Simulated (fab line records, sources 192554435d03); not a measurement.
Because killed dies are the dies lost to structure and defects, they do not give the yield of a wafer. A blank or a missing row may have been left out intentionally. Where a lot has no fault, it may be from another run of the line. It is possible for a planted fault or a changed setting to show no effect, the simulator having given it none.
Which tool is to blame? ; flow n5-finfet ; 11 lots with 33 wafers sampled at 4 steps, on a route of 1938 steps

== WHAT THE GAUGES READ, wafer by wafer ==
N5_BEOL_M15_RS_MEAS_54: measurement is done with a four-point probe.
lot;measured;on;M15_RS (ohm/sq)
L479;day 12 03:56;film-metro-01;0.0216 0.0218 0.0214
L478;day 12 06:38;film-metro-02;0.0211 0.0219 0.0212
L483;day 12 21:03;film-metro-01;0.0208 0.0214 0.0209
L484;day 13 04:49;film-metro-02;0.0208 0.0209 0.0218
L486;day 14 03:51;film-metro-02;0.0222 0.0220 0.0222
L488;day 14 09:05;film-metro-02;0.0218 0.0222 0.0217
L485;day 15 13:20;film-metro-01;0.0218 0.0221 0.0211
L499;day 17 03:53;film-metro-01;0.0211 0.0213 0.0215
L501;day 17 09:06;film-metro-02;0.0212 0.0212 0.0215
L500;day 17 09:28;film-metro-02;0.0211 0.0221 0.0217
L495;day 18 03:34;film-metro-01;0.0222 0.0222 0.0220

N5_PASSIVATION_OVL_MEAS_60.
lot;measured;on;TV_OVL (nm)
L479;day 12 13:04;overlay-02;-9 -10 -5
L478;day 12 15:48;overlay-01;-5 2 1
L483;day 13 06:04;overlay-02;3 3 -2
L484;day 13 11:46;overlay-01;-11 -7 -6
L486;day 14 13:43;overlay-02;-7 2 2
L488;day 14 14:40;overlay-02;-13 -3 -8
L485;day 15 19:40;overlay-01;3 4 -2
L499;day 17 10:02;overlay-02;-8 3 1
L501;day 17 15:04;overlay-02;0 -1 2
L500;day 17 18:52;overlay-02;0 -3 3
L495;day 18 10:22;overlay-01;-9 -8 -5

== WHAT TOOL EACH LOT RAN ON (gives the tool, then ch and the chambers of the sampled wafers, and finally the start) ==
lot;N5_PASSIVATION_PECVD_00;N5_MIM_BOT_ETCH_ETCH_03
L479;pecvd-01 ch 0,1,2, day 12 04:57;rie-metal-03 ch 1, day 12 11:41
L478;pecvd-04 ch 0,1, day 12 07:40;rie-metal-02 ch 0,1, day 12 12:27
L483;pecvd-04 ch 0,1, day 12 22:04;rie-metal-02 ch 0,1, day 13 02:36
L484;pecvd-03 ch 0,1, day 13 05:50;rie-metal-02 ch 0,1, day 13 08:55
L486;pecvd-04 ch 0,1, day 14 04:52;rie-metal-02 ch 0,1, day 14 12:29
L488;pecvd-01 ch 0,1,2, day 14 10:06;rie-metal-02 ch 0,1, day 14 13:13
L485;pecvd-01 ch 1,2, day 15 14:21;rie-metal-02 ch 0,1, day 15 17:34
L499;pecvd-01 ch 0,1, day 17 04:54;rie-metal-01 ch 1, day 17 08:13
L501;pecvd-01 ch 0,1,2, day 17 10:07;rie-metal-01 ch 0,1, day 17 13:15
L500;pecvd-03 ch 0,2, day 17 10:29;rie-metal-03 ch 0,1, day 17 15:49
L495;pecvd-03 ch 0,1,2, day 18 04:35;rie-metal-02 ch 0,1, day 18 08:25
- N5_PASSIVATION_PECVD_00: deposits SiO2 from SiH4/N2O, target thk 200 nm, time 11.2 s.
- N5_MIM_BOT_ETCH_ETCH_03: etches the open film in Cl2/BCl3, target depth 12 nm.

== WHAT THE TOOLS THEMSELVES READ (means of the sampled wafers that have a number; where no wafer has one, the mark that the record gives instead) ==
N5_PASSIVATION_PECVD_00.
lot;tool;heater-power-w (W);showerhead-plenum-p-Torr (Torr);showerhead-vpp-V (V);throttle-valve-pct (%)
L479;pecvd-01;716;8.16;1498;50.2
L478;pecvd-04;739;8.16;1499;50.4
L483;pecvd-04;703;8.13;1574;51.4
L484;pecvd-03;670;8.12;1450;52.6
L486;pecvd-04;715;8.12;1567;51.5
L488;pecvd-01;706;8.15;1503;50.2
L485;pecvd-01;804;8.11;1507;50.1
L499;pecvd-01;709;8.15;1524;52.3
L501;pecvd-01;752;8.16;1494;50.7
L500;pecvd-03;811;8.15;1584;48.0
L495;pecvd-03;746;8.15;1488;50.8

N5_MIM_BOT_ETCH_ETCH_03.
lot;tool;drypump-motor-current-A (A);mfc-cl2-sccm (sccm);oes-product-au (a.u.);rf-fwd-power-W (W);throttle-valve-pct (%)
L479;rie-metal-03;4.9;20.03;0.80;796.7;27.45
L478;rie-metal-02;6.1;20.00;0.68;795.4;27.19
L483;rie-metal-02;6.1;20.05;0.67;792.8;27.17
L484;rie-metal-02;5.6;20.02;0.67;796.4;27.19
L486;rie-metal-02;6.1;19.97;0.87;1274.3;27.19
L488;rie-metal-02;5.6;19.92;0.86;1275.1;27.20
L485;rie-metal-02;6.0;19.97;1.14;1273.1;27.29
L499;rie-metal-01;5.7;20.03;0.70;794.2;27.19
L501;rie-metal-01;5.6;20.01;0.87;791.8;27.80
L500;rie-metal-03;5.4;20.01;0.82;792.9;27.60
L495;rie-metal-02;6.0;20.00;0.93;794.7;27.36

== THE ANSWER, worked out from the rows above alone ==
Rule: what is usual is taken from the lots themselves. The widest of any qualifying gaps counts: lots, ordered by their means at a reading, are off when they make up no more than a third of the lots, leave a main group of 4 or more, and stand apart from it by 3 or more times the standard deviation of that group's means. If all means in a main group match to the digits the tables above print for the reading, that group is not used. Also off: a lot with no number at a reading for which 4 or more lots have one. Any other lot the step has rows for is counted as sound. Order of review: gauges by route order, followed by the tools' own readings, for which a lot's mean as printed above is used. At the first step where some lot is off, the reading lying furthest off is the one used; lots without a number count as furthest.
Off: L486, L488, L485 (N5_MIM_BOT_ETCH_ETCH_03, rf-fwd-power-W). Main group: mean 794.4 W, sd 1.7.
If a tool, at that step or one of the process steps before it, ran each lot that is off and ran no sound lot following the first of them, it fits. No candidate that was tried fits.

== WHAT THE SIMULATOR HAD INSERTED ==
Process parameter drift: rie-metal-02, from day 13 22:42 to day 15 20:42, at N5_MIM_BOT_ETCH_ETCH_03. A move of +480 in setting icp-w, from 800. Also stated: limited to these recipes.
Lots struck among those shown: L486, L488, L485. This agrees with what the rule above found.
